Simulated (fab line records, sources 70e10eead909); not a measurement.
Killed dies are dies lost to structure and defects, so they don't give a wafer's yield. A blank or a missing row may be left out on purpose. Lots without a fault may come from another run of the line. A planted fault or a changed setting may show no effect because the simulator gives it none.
Tool commonality check | flow nand_harc | 3 lots, 9 wafers sampled

WHY IT WAS OPENED
At NHARC_END_SORT_01 the reading killed_at_array is flagged on 3 of 3 lots. Wafers without a fault read 29, standard deviation 11.
Rule: a lot is flagged when every wafer of it that has a number lies more than 4 standard deviations from that mean, or none has a number. The other lots count as sound.

lot  | measured     | on        | killed_at_array, wafer by wafer | flag
L958 | day 23 19:23 | prober-01 | 673 671 672                     | FLAGGED
L959 | day 24 04:03 | prober-01 | 672 676 671                     | FLAGGED
L960 | day 24 09:32 | prober-02 | 673 677 674                     | FLAGGED
The numbers of the flagged lots are 673 on average: +644 against the usual, or +59 standard deviations.

WHICH TOOL RAN EACH LOT
The record holds 4 process steps before the reading, out of a route of 1159 steps. In each cell: the tool, then ch and the chambers that the sampled wafers went through, then the start.
lot  | flag    | NHARC_A_STAIRCASE_DESCUM_252       | NHARC_A_STAIRCASE_DESCUM_312       | NHARC_A_STAIRCASE_HM_OPEN_463      | NHARC_A_STAIRCASE_ETCH_315
L958 | FLAGGED | rie_diel-05 ch 1,2, day 15 13:50   | rie_diel-02 ch 0,1, day 16 01:25   | rie_diel-02 ch 0,1, day 16 01:38   | rie_diel-02 ch 1,2,3, day 23 19:23 or earlier
L959 | FLAGGED | rie_diel-11 ch 0,2, day 15 14:10   | rie_diel-02 ch 0,2, day 16 04:42   | rie_diel-02 ch 1,2, day 16 05:04   | rie_diel-02 ch 1,3, day 24 04:03 or earlier
L960 | FLAGGED | rie_diel-05 ch 0,1,3, day 15 14:19 | rie_diel-02 ch 0,2,3, day 16 03:25 | rie_diel-02 ch 0,2,3, day 16 03:38 | rie_diel-02 ch 1,2,3, day 24 09:32 or earlier
What these steps do:
- NHARC_A_STAIRCASE_DESCUM_252: chemistry O2, time 3 s.
- NHARC_A_STAIRCASE_DESCUM_312: chemistry O2, time 3 s.
- NHARC_A_STAIRCASE_HM_OPEN_463: chemistry O2/COS.
- NHARC_A_STAIRCASE_ETCH_315: etches the open film in C4F8/O2/Ar, target depth 2500 nm, time 607.1 s.
- NHARC_END_SORT_01

FLAGGED OVER TOTAL, TOOL BY TOOL (the gauges that took the reading come last)
step                          | tool        | lots run | flagged | share of the flagged lots | sound lots run after its first flagged lot
NHARC_A_STAIRCASE_DESCUM_252  | rie_diel-05 | 2        | 2       | some                      | 0
NHARC_A_STAIRCASE_DESCUM_252  | rie_diel-11 | 1        | 1       | some                      | 0
NHARC_A_STAIRCASE_DESCUM_312  | rie_diel-02 | 3        | 3       | all                       | 0
NHARC_A_STAIRCASE_HM_OPEN_463 | rie_diel-02 | 3        | 3       | all                       | 0
NHARC_A_STAIRCASE_ETCH_315    | rie_diel-02 | 3        | 3       | all                       | 0
NHARC_END_SORT_01             | prober-01   | 2        | 2       | some                      | 0
NHARC_END_SORT_01             | prober-02   | 1        | 1       | some                      | 0
NHARC_A_STAIRCASE_ETCH_315 gives no start for some lots, so the hours and the order of its lots are those of NHARC_END_SORT_01.

WHAT THE TABLE ALLOWS
3 rows of the table ran every flagged lot: rie_diel-02 at NHARC_A_STAIRCASE_DESCUM_312, rie_diel-02 at NHARC_A_STAIRCASE_HM_OPEN_463, rie_diel-02 at NHARC_A_STAIRCASE_ETCH_315.
- rie_diel-02 at NHARC_A_STAIRCASE_DESCUM_312: 3 of its 3 lots flagged. It ran no sound lot before its first flagged lot in this sample, so the start can't be narrowed down.
- rie_diel-02 at NHARC_A_STAIRCASE_HM_OPEN_463: 3 of its 3 lots flagged. It ran no sound lot before its first flagged lot in this sample, so the start can't be narrowed down.
- rie_diel-02 at NHARC_A_STAIRCASE_ETCH_315: 3 of its 3 lots flagged. It ran no sound lot before its first flagged lot in this sample, so the start can't be narrowed down.
One tool is left: rie_diel-02 at NHARC_A_STAIRCASE_DESCUM_312 and NHARC_A_STAIRCASE_HM_OPEN_463 and NHARC_A_STAIRCASE_ETCH_315.

WHAT THE SIMULATOR HAD PUT IN
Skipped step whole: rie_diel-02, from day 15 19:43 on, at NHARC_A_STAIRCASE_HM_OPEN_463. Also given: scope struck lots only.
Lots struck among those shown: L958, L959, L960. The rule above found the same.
